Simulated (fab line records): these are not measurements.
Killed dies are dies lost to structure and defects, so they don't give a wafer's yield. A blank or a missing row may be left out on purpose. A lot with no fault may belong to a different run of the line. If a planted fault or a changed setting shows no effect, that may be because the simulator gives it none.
fab line records :: flow n5Finfet :: part 2 of 2: steps 22 to 27 of 27
record:
  lots: 5
  wafers: 15
  lastDay: 18
route steps=1938 shown BEOL_M10@1489
lots with no fault: from the same line, run without faults
startH: start of the lot's first displayed wafer, in hours after the record's first day :: waitH: how many hours have passed since the lot's step before this one :: " repeats the value in the row above :: L1.1+2: a single row standing in for several wafers :: - value missing, or start not given :: * or withheld: withheld :: < > ~ a bound
route shown NAME@n: NAME is a module with steps in the file, n the number in the route of the first one :: usual: mean and standard deviation over wafers with no fault :: same: alike in all rows :: chamber/n: place in a boat :: sites: the reading at each site :: _std_site: how widely they spread, as a standard deviation :: _edge_site: the outer-site mean with the inner-site mean subtracted :: radiusMm: for every site, how far away it sits from the centre of the wafer :: mask NAME#n: copy n :: behind: tool/chamber where the wafer was last shaped :: hold: what put the lot on hold/how long, in hours/how the hold closed :: device: transistor that didn't switch, given as n, p or np :: end of line: tests run on the same wafers once the route is complete :: a step with no rows: only its recipe :: killed: the dies lost at the first sort to structure and to defects; this is not the yield of the wafer :: map: dies across one wafer; x = killed, . = not, _ = none there
set.NAME: the setting as run; set.NAME@STEP: as run at that earlier step :: model.NAME: the simulator's own value behind a step, which no gauge read
lots at selected steps of the route; one table per step, one row per wafer
services: a tool's chamber out of use, with start hour (startH, from the record's first day; less than 0 if before it), hours out, and reason
== steps ==
step: N5_BEOL_M10_STRIP_73
recipe:
  chemistry: C4F6/O2
  resist: SiARC
  rfFrequencyHz: 6e+07
lot.wafer: L075.2+4+5
tool: rieDiel-01
chamber: 0,3,1
startH: 267.83
waitH: 0.0

lot.wafer: L077.1+3+5
tool: rieDiel-03
chamber: 1,3,3
startH: 275.79
waitH: 0.0

lot.wafer: L078.2+3+5
tool: rieDiel-03
chamber: 2,3,0
startH: 281.23
waitH: 0.0

lot.wafer: L080.2+5+6
tool: rieDiel-05
chamber: 2,2,3
startH: 295.82
waitH: 0.0

lot.wafer: L092.1+4+6
tool: rieDiel-05
chamber: 2,0,1
startH: 370.83
waitH: 0.0
step: N5_BEOL_M10_STRIP_36
recipe:
  chemistry: N2/H2
  powerW: 450
  tempC: 40
  pressureMtorr: 20
  rfFrequencyHz: 6e+07
  overashFraction: 0.3
  biasPowerW: 7
  h2Frac: 0.5
  n2FlowSccm: 200
  h2FlowSccm: 200
usual:
  biasPowerW: 7.001/0.021
  drypumpMotorCurrentA: 5.7/0.33
  n2FlowSccm: 199.9/0.53
  oesProductAu: 0.82/0.071
  rfVppV: 59.3/2.1
  showerheadPlenumPTorr: 2.57/0.12
  throttleValvePct: 23.7/0.32
lot.wafer: L075.2
tool: rieDiel-01
chamber: 0
startH: 267.84
waitH: 0.0
biasPowerW: 7.012
drypumpMotorCurrentA: 5.7
n2FlowSccm: 198.9
oesProductAu: 0.82
rfHoursCounterH: 53
rfVppV: 59.8
showerheadPlenumPTorr: 2.48
throttleValvePct: 23.6

lot.wafer: L075.4
tool: rieDiel-01
chamber: 3
startH: 267.84
waitH: 0.0
biasPowerW: 7.005
drypumpMotorCurrentA: 6.4
n2FlowSccm: 199.4
oesProductAu: 0.84
rfHoursCounterH: 63
rfVppV: 58.3
showerheadPlenumPTorr: 2.68
throttleValvePct: 23.7

lot.wafer: L075.5
tool: rieDiel-01
chamber: 1
startH: 267.84
waitH: 0.0
biasPowerW: 6.997
drypumpMotorCurrentA: 5.9
n2FlowSccm: 200.1
oesProductAu: 0.83
rfHoursCounterH: -
rfVppV: 58.5
showerheadPlenumPTorr: 2.48
throttleValvePct: 24.0

lot.wafer: L077.1
tool: rieDiel-03
chamber: 1
startH: 275.80
waitH: 0.0
biasPowerW: 6.981
drypumpMotorCurrentA: 5.4
n2FlowSccm: 199.7
oesProductAu: 0.83
rfHoursCounterH: 83
rfVppV: 57.5
showerheadPlenumPTorr: 2.70
throttleValvePct: 24.1

lot.wafer: L077.3
tool: rieDiel-03
chamber: 3
startH: 275.80
waitH: 0.0
biasPowerW: 6.986
drypumpMotorCurrentA: 6.4
n2FlowSccm: 199.1
oesProductAu: 0.69
rfHoursCounterH: 219
rfVppV: 59.3
showerheadPlenumPTorr: 2.49
throttleValvePct: 23.1

lot.wafer: L077.5
tool: rieDiel-03
chamber: 3
startH: 275.80
waitH: 0.0
biasPowerW: 6.953
drypumpMotorCurrentA: 6.4
n2FlowSccm: 199.5
oesProductAu: 0.69
rfHoursCounterH: -
rfVppV: 62.8
showerheadPlenumPTorr: 2.49
throttleValvePct: 23.1

lot.wafer: L078.2
tool: rieDiel-03
chamber: 2
startH: 281.24
waitH: 0.0
biasPowerW: 7.034
drypumpMotorCurrentA: 5.6
n2FlowSccm: 199.7
oesProductAu: 0.95
rfHoursCounterH: 5
rfVppV: 60.3
showerheadPlenumPTorr: 2.73
throttleValvePct: 23.6

lot.wafer: L078.3
tool: rieDiel-03
chamber: 3
startH: 281.24
waitH: 0.0
biasPowerW: 6.995
drypumpMotorCurrentA: 6.4
n2FlowSccm: 199.3
oesProductAu: 0.69
rfHoursCounterH: 222
rfVppV: 58.8
showerheadPlenumPTorr: 2.49
throttleValvePct: 23.1

lot.wafer: L078.5
tool: rieDiel-03
chamber: 0
startH: 281.24
waitH: 0.0
biasPowerW: 6.999
drypumpMotorCurrentA: 5.6
n2FlowSccm: 200.1
oesProductAu: 0.89
rfHoursCounterH: -
rfVppV: 61.0
showerheadPlenumPTorr: 2.70
throttleValvePct: 23.5

lot.wafer: L080.2
tool: rieDiel-05
chamber: 2
startH: 295.83
waitH: 0.0
biasPowerW: 6.982
drypumpMotorCurrentA: 5.6
n2FlowSccm: 199.9
oesProductAu: 0.80
rfHoursCounterH: 96
rfVppV: 61.8
showerheadPlenumPTorr: 2.65
throttleValvePct: 23.5

lot.wafer: L080.5
tool: rieDiel-05
chamber: 2
startH: 295.83
waitH: 0.0
biasPowerW: 7.022
drypumpMotorCurrentA: 5.6
n2FlowSccm: 200.4
oesProductAu: 0.79
rfHoursCounterH: -
rfVppV: 56.7
showerheadPlenumPTorr: 2.65
throttleValvePct: 23.5

lot.wafer: L080.6
tool: rieDiel-05
chamber: 3
startH: 295.83
waitH: 0.0
biasPowerW: 7.002
drypumpMotorCurrentA: 5.5
n2FlowSccm: 199.2
oesProductAu: 0.89
rfHoursCounterH: -
rfVppV: 58.5
showerheadPlenumPTorr: 2.60
throttleValvePct: 23.6

lot.wafer: L092.1
tool: rieDiel-05
chamber: 2
startH: 370.84
waitH: 0.0
biasPowerW: 6.960
drypumpMotorCurrentA: 5.7
n2FlowSccm: 200.8
oesProductAu: 0.76
rfHoursCounterH: 123
rfVppV: 61.2
showerheadPlenumPTorr: 2.64
throttleValvePct: 23.5

lot.wafer: L092.4
tool: rieDiel-05
chamber: 0
startH: 370.84
waitH: 0.0
biasPowerW: 6.975
drypumpMotorCurrentA: 5.6
n2FlowSccm: 200.3
oesProductAu: 0.75
rfHoursCounterH: 179
rfVppV: 61.1
showerheadPlenumPTorr: 2.33
throttleValvePct: 24.1

lot.wafer: L092.6
tool: rieDiel-05
chamber: 1
startH: 370.84
waitH: 0.0
biasPowerW: 7.006
drypumpMotorCurrentA: 5.5
n2FlowSccm: 199.8
oesProductAu: 0.81
rfHoursCounterH: -
rfVppV: 59.2
showerheadPlenumPTorr: 2.47
throttleValvePct: 23.8
step: N5_BEOL_M10_TRENCH_ETCH_37
recipe:
  chemistry: C4F6/O2
  targetDepthA: 1488.3
  target: SiCOH_lowk
  timeS: 48
  ionEnergyEv: 250
  pressureMtorr: 30
  sourceW: 345
  biasW: 185
  Ar_flow_sccm: 300
  C4F6_flow_sccm: 10
  O2_flow_sccm: 10
usual:
  drypumpMotorCurrentA: 5.7/0.33
  oes_ar_750_au: 0.82/0.067
  oes_o_777_au: 0.82/0.069
  oesProductAu: 0.82/0.068
  rfVppV: 675/13
  showerheadPlenumPTorr: 2.88/0.13
  throttleValvePct: 20.90/0.21
lot.wafer: L075.2
tool: rieDiel-01
chamber: 0
startH: -
waitH: -
drypumpMotorCurrentA: 5.6
oes_ar_750_au: 0.83
oes_o_777_au: 0.80
oesProductAu: 0.84
rfHoursCounterH: 53
rfVppV: 671
showerheadPlenumPTorr: 2.78
throttleValvePct: 20.94

lot.wafer: L075.4
tool: rieDiel-01
chamber: 3
startH: -
waitH: -
drypumpMotorCurrentA: 6.4
oes_ar_750_au: 0.85
oes_o_777_au: 0.87
oesProductAu: 0.85
rfHoursCounterH: 63
rfVppV: 684
showerheadPlenumPTorr: 3.03
throttleValvePct: 21.33

lot.wafer: L075.5
tool: rieDiel-01
chamber: 1
startH: -
waitH: -
drypumpMotorCurrentA: 5.8
oes_ar_750_au: 0.85
oes_o_777_au: 0.89
oesProductAu: 0.84
rfHoursCounterH: -
rfVppV: 657
showerheadPlenumPTorr: 2.77
throttleValvePct: 20.83

lot.wafer: L077.1
tool: rieDiel-03
chamber: 1
startH: -
waitH: -
drypumpMotorCurrentA: 5.5
oes_ar_750_au: 0.83
oes_o_777_au: 0.85
oesProductAu: 0.85
rfHoursCounterH: 83
rfVppV: 686
showerheadPlenumPTorr: 2.99
throttleValvePct: 21.03

lot.wafer: L077.3
tool: rieDiel-03
chamber: 3
startH: -
waitH: -
drypumpMotorCurrentA: 6.5
oes_ar_750_au: 0.69
oes_o_777_au: 0.70
oesProductAu: 0.70
rfHoursCounterH: 219
rfVppV: 687
showerheadPlenumPTorr: 2.80
throttleValvePct: 20.75

lot.wafer: L077.5
tool: rieDiel-03
chamber: 3
startH: -
waitH: -
drypumpMotorCurrentA: 6.4
oes_ar_750_au: 0.69
oes_o_777_au: 0.69
oesProductAu: 0.70
rfHoursCounterH: -
rfVppV: 690
showerheadPlenumPTorr: 2.80
throttleValvePct: 20.75

lot.wafer: L078.2
tool: rieDiel-03
chamber: 2
startH: -
waitH: -
drypumpMotorCurrentA: 5.7
oes_ar_750_au: 0.93
oes_o_777_au: 0.94
oesProductAu: 0.93
rfHoursCounterH: 5
rfVppV: 685
showerheadPlenumPTorr: 3.03
throttleValvePct: 20.82

lot.wafer: L078.3
tool: rieDiel-03
chamber: 3
startH: -
waitH: -
drypumpMotorCurrentA: 6.4
oes_ar_750_au: 0.69
oes_o_777_au: 0.69
oesProductAu: 0.69
rfHoursCounterH: 222
rfVppV: 688
showerheadPlenumPTorr: 2.80
throttleValvePct: 20.75

lot.wafer: L078.5
tool: rieDiel-03
chamber: 0
startH: -
waitH: -
drypumpMotorCurrentA: 5.7
oes_ar_750_au: 0.88
oes_o_777_au: 0.88
oesProductAu: 0.89
rfHoursCounterH: -
rfVppV: 680
showerheadPlenumPTorr: 3.00
throttleValvePct: 20.53

lot.wafer: L080.2
tool: rieDiel-05
chamber: 2
startH: -
waitH: -
drypumpMotorCurrentA: 5.6
oes_ar_750_au: 0.79
oes_o_777_au: 0.80
oesProductAu: 0.80
rfHoursCounterH: 96
rfVppV: 680
showerheadPlenumPTorr: 2.96
throttleValvePct: 20.79

lot.wafer: L080.5
tool: rieDiel-05
chamber: 2
startH: -
waitH: -
drypumpMotorCurrentA: 5.7
oes_ar_750_au: 0.79
oes_o_777_au: 0.81
oesProductAu: 0.79
rfHoursCounterH: -
rfVppV: 679
showerheadPlenumPTorr: 2.96
throttleValvePct: 20.78

lot.wafer: L080.6
tool: rieDiel-05
chamber: 3
startH: -
waitH: -
drypumpMotorCurrentA: 5.5
oes_ar_750_au: 0.90
oes_o_777_au: 0.92
oesProductAu: 0.90
rfHoursCounterH: -
rfVppV: 677
showerheadPlenumPTorr: 2.91
throttleValvePct: 20.96

lot.wafer: L092.1
tool: rieDiel-05
chamber: 2
startH: -
waitH: -
drypumpMotorCurrentA: 5.7
oes_ar_750_au: 0.77
oes_o_777_au: 0.78
oesProductAu: 0.77
rfHoursCounterH: 123
rfVppV: 680
showerheadPlenumPTorr: 2.95
throttleValvePct: 20.82

lot.wafer: L092.4
tool: rieDiel-05
chamber: 0
startH: -
waitH: -
drypumpMotorCurrentA: 5.5
oes_ar_750_au: 0.73
oes_o_777_au: 0.74
oesProductAu: 0.73
rfHoursCounterH: 179
rfVppV: 653
showerheadPlenumPTorr: 2.60
throttleValvePct: 21.29

lot.wafer: L092.6
tool: rieDiel-05
chamber: 1
startH: -
waitH: -
drypumpMotorCurrentA: 5.6
oes_ar_750_au: 0.81
oes_o_777_au: 0.80
oesProductAu: 0.80
rfHoursCounterH: -
rfVppV: 655
showerheadPlenumPTorr: 2.78
throttleValvePct: 20.98
step: N5_BEOL_M10_ETCH_41
recipe:
  chemistry: CH3F/O2
  target: SiCN
  targetDepthA: 426
  taperDeg: 2
  timeS: 86
  ionEnergyEv: 120
  maskMaterial: TiN
  pressureMtorr: 30
  sourceW: 395
  biasW: 75
  Ar_flow_sccm: 150
  CH3F_flow_sccm: 30
  O2_flow_sccm: 20
usual:
  drypumpMotorCurrentA: 5.7/0.33
  oesProductAu: 0.82/0.068
  rfVppV: 297.9/2.1
  showerheadPlenumPTorr: 2.02/0.094
  throttleValvePct: 16.29/0.2
lot.wafer: L075.2
tool: rieDiel-01
chamber: 0
startH: -
waitH: -
drypumpMotorCurrentA: 5.6
oesProductAu: 0.83
rfHoursCounterH: 54
rfVppV: 295.9
showerheadPlenumPTorr: 1.95
throttleValvePct: 16.28

lot.wafer: L075.4
tool: rieDiel-01
chamber: 3
startH: -
waitH: -
drypumpMotorCurrentA: 6.5
oesProductAu: 0.85
rfHoursCounterH: 63
rfVppV: 300.9
showerheadPlenumPTorr: 2.13
throttleValvePct: 16.58

lot.wafer: L075.5
tool: rieDiel-01
chamber: 1
startH: -
waitH: -
drypumpMotorCurrentA: 5.8
oesProductAu: 0.84
rfHoursCounterH: -
rfVppV: 296.5
showerheadPlenumPTorr: 1.95
throttleValvePct: 16.18

lot.wafer: L077.1
tool: rieDiel-03
chamber: 1
startH: -
waitH: -
drypumpMotorCurrentA: 5.4
oesProductAu: 0.83
rfHoursCounterH: 83
rfVppV: 301.0
showerheadPlenumPTorr: 2.11
throttleValvePct: 16.36

lot.wafer: L077.3
tool: rieDiel-03
chamber: 3
startH: -
waitH: -
drypumpMotorCurrentA: 6.4
oesProductAu: 0.69
rfHoursCounterH: 219
rfVppV: 295.5
showerheadPlenumPTorr: 1.97
throttleValvePct: 16.23

lot.wafer: L077.5
tool: rieDiel-03
chamber: 3
startH: -
waitH: -
drypumpMotorCurrentA: 6.4
oesProductAu: 0.70
rfHoursCounterH: -
rfVppV: 296.8
showerheadPlenumPTorr: 1.97
throttleValvePct: 16.25

lot.wafer: L078.2
tool: rieDiel-03
chamber: 2
startH: -
waitH: -
drypumpMotorCurrentA: 5.6
oesProductAu: 0.94
rfHoursCounterH: 5
rfVppV: 300.5
showerheadPlenumPTorr: 2.14
throttleValvePct: 16.19

lot.wafer: L078.3
tool: rieDiel-03
chamber: 3
startH: -
waitH: -
drypumpMotorCurrentA: 6.4
oesProductAu: 0.69
rfHoursCounterH: 222
rfVppV: 297.5
showerheadPlenumPTorr: 1.97
throttleValvePct: 16.25

lot.wafer: L078.5
tool: rieDiel-03
chamber: 0
startH: -
waitH: -
drypumpMotorCurrentA: 5.6
oesProductAu: 0.88
rfHoursCounterH: -
rfVppV: 299.7
showerheadPlenumPTorr: 2.12
throttleValvePct: 15.94

lot.wafer: L080.2
tool: rieDiel-05
chamber: 2
startH: -
waitH: -
drypumpMotorCurrentA: 5.6
oesProductAu: 0.79
rfHoursCounterH: 96
rfVppV: 299.7
showerheadPlenumPTorr: 2.09
throttleValvePct: 16.21

lot.wafer: L080.5
tool: rieDiel-05
chamber: 2
startH: -
waitH: -
drypumpMotorCurrentA: 5.6
oesProductAu: 0.80
rfHoursCounterH: -
rfVppV: 299.5
showerheadPlenumPTorr: 2.09
throttleValvePct: 16.20

lot.wafer: L080.6
tool: rieDiel-05
chamber: 3
startH: -
waitH: -
drypumpMotorCurrentA: 5.5
oesProductAu: 0.91
rfHoursCounterH: -
rfVppV: 298.6
showerheadPlenumPTorr: 2.05
throttleValvePct: 16.27

lot.wafer: L092.1
tool: rieDiel-05
chamber: 2
startH: -
waitH: -
drypumpMotorCurrentA: 5.7
oesProductAu: 0.76
rfHoursCounterH: 123
rfVppV: 299.9
showerheadPlenumPTorr: 2.08
throttleValvePct: 16.26

lot.wafer: L092.4
tool: rieDiel-05
chamber: 0
startH: -
waitH: -
drypumpMotorCurrentA: 5.5
oesProductAu: 0.73
rfHoursCounterH: 179
rfVppV: 293.4
showerheadPlenumPTorr: 1.83
throttleValvePct: 16.73

lot.wafer: L092.6
tool: rieDiel-05
chamber: 1
startH: -
waitH: -
drypumpMotorCurrentA: 5.6
oesProductAu: 0.81
rfHoursCounterH: -
rfVppV: 297.2
showerheadPlenumPTorr: 1.95
throttleValvePct: 16.30
step: N5_BEOL_M10_STRIP_77
recipe:
  chemistry: N2/H2
  timeS: 10
  powerW: 450
  tempC: 40
  pressureMtorr: 20
  rfFrequencyHz: 6e+07
  biasPowerW: 7
  n2FlowSccm: 200
  h2FlowSccm: 200
usual:
  biasPowerW: 7.001/0.02
  drypumpMotorCurrentA: 5.7/0.33
  n2FlowSccm: 200.0/0.69
  oesProductAu: 0.82/0.07
  rfVppV: 59.2/0.93
  showerheadPlenumPTorr: 2.57/0.12
  throttleValvePct: 23.7/0.32
lot.wafer: L075.2
tool: rieDiel-01
chamber: 0
startH: -
waitH: -
biasPowerW: 6.982
drypumpMotorCurrentA: 5.6
n2FlowSccm: 199.8
oesProductAu: 0.85
rfHoursCounterH: 54
rfVppV: 59.3
showerheadPlenumPTorr: 2.48
throttleValvePct: 23.7

lot.wafer: L075.4
tool: rieDiel-01
chamber: 3
startH: -
waitH: -
biasPowerW: 7.009
drypumpMotorCurrentA: 6.6
n2FlowSccm: 200.9
oesProductAu: 0.85
rfHoursCounterH: 63
rfVppV: 59.9
showerheadPlenumPTorr: 2.68
throttleValvePct: 23.7

lot.wafer: L075.5
tool: rieDiel-01
chamber: 1
startH: -
waitH: -
biasPowerW: 6.986
drypumpMotorCurrentA: 5.8
n2FlowSccm: 199.2
oesProductAu: 0.85
rfHoursCounterH: -
rfVppV: 58.6
showerheadPlenumPTorr: 2.48
throttleValvePct: 23.9

lot.wafer: L077.1
tool: rieDiel-03
chamber: 1
startH: -
waitH: -
biasPowerW: 7.003
drypumpMotorCurrentA: 5.4
n2FlowSccm: 201.6
oesProductAu: 0.83
rfHoursCounterH: 83
rfVppV: 59.5
showerheadPlenumPTorr: 2.70
throttleValvePct: 24.0

lot.wafer: L077.3
tool: rieDiel-03
chamber: 3
startH: -
waitH: -
biasPowerW: 7.032
drypumpMotorCurrentA: 6.4
n2FlowSccm: 199.7
oesProductAu: 0.69
rfHoursCounterH: 219
rfVppV: 59.8
showerheadPlenumPTorr: 2.49
throttleValvePct: 23.1

lot.wafer: L077.5
tool: rieDiel-03
chamber: 3
startH: -
waitH: -
biasPowerW: 7.007
drypumpMotorCurrentA: 6.4
n2FlowSccm: 199.9
oesProductAu: 0.68
rfHoursCounterH: -
rfVppV: 58.5
showerheadPlenumPTorr: 2.49
throttleValvePct: 23.2

lot.wafer: L078.2
tool: rieDiel-03
chamber: 2
startH: -
waitH: -
biasPowerW: 6.984
drypumpMotorCurrentA: 5.7
n2FlowSccm: 199.6
oesProductAu: 0.94
rfHoursCounterH: 5
rfVppV: 59.0
showerheadPlenumPTorr: 2.73
throttleValvePct: 23.6

lot.wafer: L078.3
tool: rieDiel-03
chamber: 3
startH: -
waitH: -
biasPowerW: 7.039
drypumpMotorCurrentA: 6.4
n2FlowSccm: 200.2
oesProductAu: 0.69
rfHoursCounterH: 222
rfVppV: 59.2
showerheadPlenumPTorr: 2.49
throttleValvePct: 23.1

lot.wafer: L078.5
tool: rieDiel-03
chamber: 0
startH: -
waitH: -
biasPowerW: 7.004
drypumpMotorCurrentA: 5.7
n2FlowSccm: 199.7
oesProductAu: 0.89
rfHoursCounterH: -
rfVppV: 58.5
showerheadPlenumPTorr: 2.70
throttleValvePct: 23.5

lot.wafer: L080.2
tool: rieDiel-05
chamber: 2
startH: -
waitH: -
biasPowerW: 6.999
drypumpMotorCurrentA: 5.6
n2FlowSccm: 199.8
oesProductAu: 0.80
rfHoursCounterH: 96
rfVppV: 60.2
showerheadPlenumPTorr: 2.65
throttleValvePct: 23.5

lot.wafer: L080.5
tool: rieDiel-05
chamber: 2
startH: -
waitH: -
biasPowerW: 6.996
drypumpMotorCurrentA: 5.6
n2FlowSccm: 199.6
oesProductAu: 0.80
rfHoursCounterH: -
rfVppV: 57.9
showerheadPlenumPTorr: 2.65
throttleValvePct: 23.5

lot.wafer: L080.6
tool: rieDiel-05
chamber: 3
startH: -
waitH: -
biasPowerW: 7.018
drypumpMotorCurrentA: 5.5
n2FlowSccm: 199.6
oesProductAu: 0.90
rfHoursCounterH: -
rfVppV: 58.7
showerheadPlenumPTorr: 2.60
throttleValvePct: 23.6

lot.wafer: L092.1
tool: rieDiel-05
chamber: 2
startH: -
waitH: -
biasPowerW: 6.971
drypumpMotorCurrentA: 5.7
n2FlowSccm: 200.3
oesProductAu: 0.77
rfHoursCounterH: 123
rfVppV: 60.4
showerheadPlenumPTorr: 2.64
throttleValvePct: 23.5

lot.wafer: L092.4
tool: rieDiel-05
chamber: 0
startH: -
waitH: -
biasPowerW: 7.016
drypumpMotorCurrentA: 5.6
n2FlowSccm: 200.9
oesProductAu: 0.73
rfHoursCounterH: 179
rfVppV: 58.6
showerheadPlenumPTorr: 2.33
throttleValvePct: 24.1

lot.wafer: L092.6
tool: rieDiel-05
chamber: 1
startH: -
waitH: -
biasPowerW: 6.985
drypumpMotorCurrentA: 5.6
n2FlowSccm: 198.9
oesProductAu: 0.80
rfHoursCounterH: -
rfVppV: 59.2
showerheadPlenumPTorr: 2.47
throttleValvePct: 23.8
step: N5_BEOL_M10_OCD_MEAS_38
usual:
  trenchDepthNm: 148.7/2.9
lot.wafer: L075.2
tool: ocd-02
chamber: -
startH: 268.06
waitH: -
trenchDepthNm: 147.1

lot.wafer: L075.4
tool: ocd-02
chamber: -
startH: 268.06
waitH: -
trenchDepthNm: 152.4

lot.wafer: L075.5
tool: ocd-02
chamber: -
startH: 268.06
waitH: -
trenchDepthNm: 150.5

lot.wafer: L077.1
tool: ocd-02
chamber: -
startH: 276.02
waitH: -
trenchDepthNm: 153.1

lot.wafer: L077.3
tool: ocd-02
chamber: -
startH: 276.02
waitH: -
trenchDepthNm: 152.2

lot.wafer: L077.5
tool: ocd-02
chamber: -
startH: 276.02
waitH: -
trenchDepthNm: 153.2

lot.wafer: L078.2
tool: ocd-01
chamber: -
startH: 281.47
waitH: -
trenchDepthNm: 145.0

lot.wafer: L078.3
tool: ocd-01
chamber: -
startH: 281.47
waitH: -
trenchDepthNm: 151.1

lot.wafer: L078.5
tool: ocd-01
chamber: -
startH: 281.47
waitH: -
trenchDepthNm: 150.7

lot.wafer: L080.2
tool: ocd-02
chamber: -
startH: 296.06
waitH: -
trenchDepthNm: 148.5

lot.wafer: L080.5
tool: ocd-02
chamber: -
startH: 296.06
waitH: -
trenchDepthNm: 146.9

lot.wafer: L080.6
tool: ocd-02
chamber: -
startH: 296.06
waitH: -
trenchDepthNm: 151.9

lot.wafer: L092.1
tool: ocd-01
chamber: -
startH: 371.06
waitH: -
trenchDepthNm: 144.7

lot.wafer: L092.4
tool: ocd-01
chamber: -
startH: 371.06
waitH: -
trenchDepthNm: 146.1

lot.wafer: L092.6
tool: ocd-01
chamber: -
startH: 371.06
waitH: -
trenchDepthNm: 145.8
== services ==
tool: rieDiel-03
chamber: 2
startH: 243.45
hours: -
kind: clean

tool: arfiScanner-02
chamber: -
startH: 244.36
hours: 6.1
kind: repair

tool: rieMetal-01
chamber: -
startH: 245.07
hours: 1.4
kind: pm

tool: rieDiel-03
chamber: -
startH: 255.51
hours: 15.6
kind: pm

tool: rieDiel-05
chamber: -
startH: 266.94
hours: 15.6
kind: pm

tool: arfiScanner-01
chamber: -
startH: 278.98
hours: 1.0
kind: pm

tool: arfiScanner-02
chamber: -
startH: 283.82
hours: 0.7
kind: repair

tool: arfiScanner-01
chamber: -
startH: 286.61
hours: 1.3
kind: pm

tool: rieDiel-01
chamber: -
startH: 288.94
hours: 2.8
kind: pm

tool: arfiScanner-01
chamber: -
startH: 289.46
hours: 0.8
kind: pm

tool: rieDiel-05
chamber: 0
startH: 293.56
hours: 3.4
kind: repair

tool: arfiScanner-03
chamber: -
startH: 295.54
hours: 0.8
kind: pm

tool: arfiScanner-03
chamber: -
startH: 307.40
hours: 3.4
kind: repair

tool: arfiScanner-01
chamber: -
startH: 307.47
hours: 0.4
kind: repair

tool: arfiScanner-02
chamber: -
startH: 328.88
hours: 0.8
kind: pm

tool: arfiScanner-02
chamber: -
startH: 331.61
hours: 1.3
kind: pm

tool: arfiScanner-03
chamber: -
startH: 337.62
hours: 1.3
kind: pm

tool: rieMetal-01
chamber: 1
startH: 337.69
hours: 2.3
kind: repair

tool: arfiScanner-03
chamber: -
startH: 339.04
hours: 4.9
kind: pm

tool: arfiScanner-02
chamber: -
startH: 343.76
hours: 1.0
kind: pm

tool: arfiScanner-02
chamber: -
startH: 353.71
hours: 3.1
kind: pm

tool: rieMetal-02
chamber: 1
startH: 360.25
hours: 1.3
kind: repair

tool: arfiScanner-03
chamber: -
startH: 360.70
hours: 1.0
kind: pm

tool: arfiScanner-02
chamber: -
startH: 365.93
hours: 3.9
kind: pm
